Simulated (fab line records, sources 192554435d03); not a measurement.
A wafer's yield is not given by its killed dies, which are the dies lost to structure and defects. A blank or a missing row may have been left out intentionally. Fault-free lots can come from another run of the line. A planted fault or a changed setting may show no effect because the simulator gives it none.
Chamber matching -- flow n5 finfet -- 4 sister chambers for N5_BEOL_M0_SAQP_ETCH_83 on rie diel-02
The step etches SiARC in CF4, target depth 39 nm, time 65 s. 14 wafers are shown with their chamber, then 7 later ones without.

== WAFERS, EACH WITH ITS CHAMBER ==
wafer,chamber,showerhead plenum p Torr (Torr),throttle valve pct (%),drypump motor current A (A)
L074.2,1,2.22,15.77,5.6
L074.3,0,2.11,15.24,5.8
L074.6,2,2.14,15.95,5.7
L076.1,2,2.14,15.94,5.7
L076.4,3,2.29,15.65,5.1
L076.5,3,2.29,15.65,5.1
L080.1,2,2.14,15.96,5.6
L080.2,3,2.29,15.67,5.1
L080.6,3,2.29,15.67,5.1
L082.4,0,2.10,15.28,5.8
L082.5,0,2.10,15.27,5.8
L082.6,3,2.29,15.68,5.0
L087.1,1,2.21,15.80,5.6
L087.2,0,2.10,15.29,5.8

SIGNATURES (averages over the wafers above)
reading,chamber 0,chamber 1,chamber 2,chamber 3,scatter within a chamber
showerhead plenum p Torr,2.1025,2.2150,2.1400,2.2900,0.00354
throttle valve pct,15.2700,15.7850,15.9500,15.6640,0.0166
drypump motor current A,5.800,5.600,5.667,5.080,0.0383
Rule: a wafer's distance from a chamber is the root of the sum, over the readings, of the square of ((its reading less the chamber's mean) divided by the reading's scatter). The wafer belongs to the nearest chamber; if the next one is less than 2 further off, it can't be placed. The scatter: the root of (the sum of the squares of (reading less its chamber's mean) over the shown wafers, divided by (wafers less chambers)).

== WAFERS MISSING THEIR CHAMBER ==
wafer,showerhead plenum p Torr (Torr),throttle valve pct (%),drypump motor current A (A)
L087.6,2.21,15.80,5.6
L092.4,2.13,15.99,5.7
L092.5,2.10,15.32,5.8
L092.6,2.28,15.72,5.1
L097.1,2.28,15.72,5.0
L097.5,2.28,15.72,5.0
L097.6,2.13,16.01,5.7

== EACH ONE'S CHAMBER ==
wafer,from the rows above,in truth
L087.6,1,1
L092.4,2,2
L092.5,0,0
L092.6,3,3
L097.1,3,3
L097.5,3,3
L097.6,2,2
7 of 7 placed correctly. Number that these rows cannot place: 0. Wrongly placed: 0.
